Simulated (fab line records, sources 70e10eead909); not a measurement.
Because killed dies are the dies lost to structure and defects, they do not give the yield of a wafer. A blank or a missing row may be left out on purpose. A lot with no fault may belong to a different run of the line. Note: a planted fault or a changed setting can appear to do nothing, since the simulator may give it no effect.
Struck lot and sound lot, side by side	flow nand-harc	15 steps out of a route of 1302
Sound: these wafers, L602.1, L602.2, L602.6. Wafers struck: L595.1, L595.4, L595.5. The cause is given at the end.
Order at every step that has rows: each side's tool, ch and its chambers, its first start. Under that, the readings that differ: sound wafers	struck wafers	difference of the means	sigmas: that difference in standard deviations of wafers without a fault.
alike: a reading whose means differ by less than 2 such deviations, as well as words and numbers matching on both sides. not compared: withheld readings; readings where some wafer has no value; bounds like >300 that might hide an equal value; numbers whose values overlap and for which the record gives no deviation.
The two part at a step that has a row with sigmas, a row that says differs or no value, or rows on one side only. Numbers that have no deviation but don't overlap get no sigmas and don't part them. A reading missing from all wafers of one side parts the sides only when that side holds two or more wafers.

NHARC_A_CHANNEL_FILL_D2_ALD_03: deposits SiNx, target thk 6 nm, pulse time 60 s, ald cycles 58.
  sound: ald-sin-batch-02 ch 0; struck: ald-sin-batch-01 ch 0
  alike: precursor-pulse-height-rel
NHARC_A_CHANNEL_FILL_D2_ALD_14: deposits SiO2, target thk 2.5 nm, pulse time 10 s, ald cycles 25.
  sound on ald-hk-04 ch 0,2,3, day 22 16:04; struck on ald-hk-02 ch 1,2, day 19 17:53
  alike: heater-power-outer-w, heater-power-w, precursor-pulse-height-rel
then, 1 step without rows for these wafers: NHARC_A_CHANNEL_FILL_D2_ALD_15 (deposits SiNx, target thk 2 nm, pulse time 60 s, ald cycles 19).
NHARC_A_CHANNEL_FILL_D2_ALD_16: deposits SiO2, target thk 1.5 nm, pulse time 10 s, ald cycles 15.
  sound on ald-hk-02 ch 1,2, day 22 21:10; struck on ald-hk-02 ch 0,2, day 19 23:04
  alike: heater-power-outer-w, heater-power-w, precursor-pulse-height-rel
then, 2 steps without rows for these wafers: NHARC_A_CHANNEL_FILL_D2_ANNEAL_17 (time 1800 s); NHARC_A_CHANNEL_FILL_D2_CVD_18 (deposits poly-Si, target thk 3 nm).
NHARC_A_CHANNEL_FILL_D2_ETCHBACK_19: etches the open film in HBr/Cl2, target depth 5 nm, time 1.7 s.
  sound on rie-si-01 ch 0,1, day 23 08:37; struck on rie-si-01 ch 0,1,3, day 20 10:31
  alike: drypump-motor-current-A, he-backside-leak-sccm, oes-product-au, throttle-valve-pct
  not compared: rf-hours-counter-h
then, 1 step without rows for these wafers: NHARC_A_CHANNEL_FILL_D2_ETCHBACK_20 (etches the open film in C4F8/O2/Ar, target depth 27 nm, time 13.5 s).
NHARC_A_CHANNEL_FILL_D2_STRIP_28: strips in O2, time 20 s.
  sound on rie-diel-13 ch 1,2,3, day 23 08:50; struck on rie-diel-02 ch 0,2, day 20 10:44
  alike: drypump-motor-current-A, oes-product-au, rf-vpp-V, showerhead-plenum-p-Torr, throttle-valve-pct
  not compared: rf-hours-counter-h
then, 3 steps without rows for these wafers: NHARC_A_CHANNEL_FILL_D2_PRECLEAN_21 (cleans in dHF, time 30 s); NHARC_A_CHANNEL_FILL_D2_SRD_23; NHARC_A_CHANNEL_FILL_D2_CVD_05 (deposits poly-Si, target thk 5 nm).
NHARC_A_CHANNEL_FILL_D2_ANNEAL_22: time 7200 s.
  sound on furnace-06 ch 0, day 23 18:01; struck on furnace-06 ch 0, day 20 18:27
reading	sound	struck	difference	sigmas
spike-tc-bottom-C (C)	638.2 638.9 637.0	665.7 665.1 664.0	+26.9	+12
spike-tc-centre-C (C)	620.5 620.2 619.5	646.4 649.6 646.8	+27.5	+28
spike-tc-lower-C (C)	619.7 619.2 619.7	645.3 645.7 647.7	+26.7	+22
spike-tc-top-C (C)	636.5 637.6 637.6	664.5 662.9 663.3	+26.3	+22
spike-tc-upper-C (C)	620.6 620.3 620.4	648.3 646.7 648.3	+27.3	+18
tube-center-temp-C (C)	620.04 619.88 620.05	647.56 647.61 647.63	+27.61	+99 or more
tube_center_temp_C_max	621.61 621.48 621.53	649.37 649.04 649.00	+27.60	+99 or more
zone-power-bottom-pct (%)	15.41 15.16 15.55	16.49 16.89 16.39	+1.22	+5
zone-power-top-pct (%)	17.9 17.6 17.6	18.8 18.9 19.0	+1.2	+2
NHARC_A_CHANNEL_FILL_D2_THK_MEAS_06: measures by ellipsometry.
  struck on film-metro-02, day 20 22:27; sound on film-metro-01, day 23 22:01
  alike: thk-nm
-- the record jumps here: 9 days lie between the struck wafers' starts before and after (it left off in module A_CHANNEL_FILL_D2 and takes up again in module END, whose first step shown is number 1302 of the route) --
NHARC_END_SORT_01:
  sound on prober-01 ch 0, day 33 12:01; struck on prober-01 ch 0, day 30 09:43
  alike: killed-at-array, killed-at-other, killed-at-periphery, killed-dies, killed-open, killed-short

== WHERE THEY PART ==
Only at NHARC_A_CHANNEL_FILL_D2_ANNEAL_22, within this record. Later steps at which nothing parts them and some readings are alike: NHARC_A_CHANNEL_FILL_D2_THK_MEAS_06, NHARC_END_SORT_01.

WHY: what had been put in by the simulator
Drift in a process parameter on furnace-06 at NHARC_A_CHANNEL_FILL_D2_ANNEAL_22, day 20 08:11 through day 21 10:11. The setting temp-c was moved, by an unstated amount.
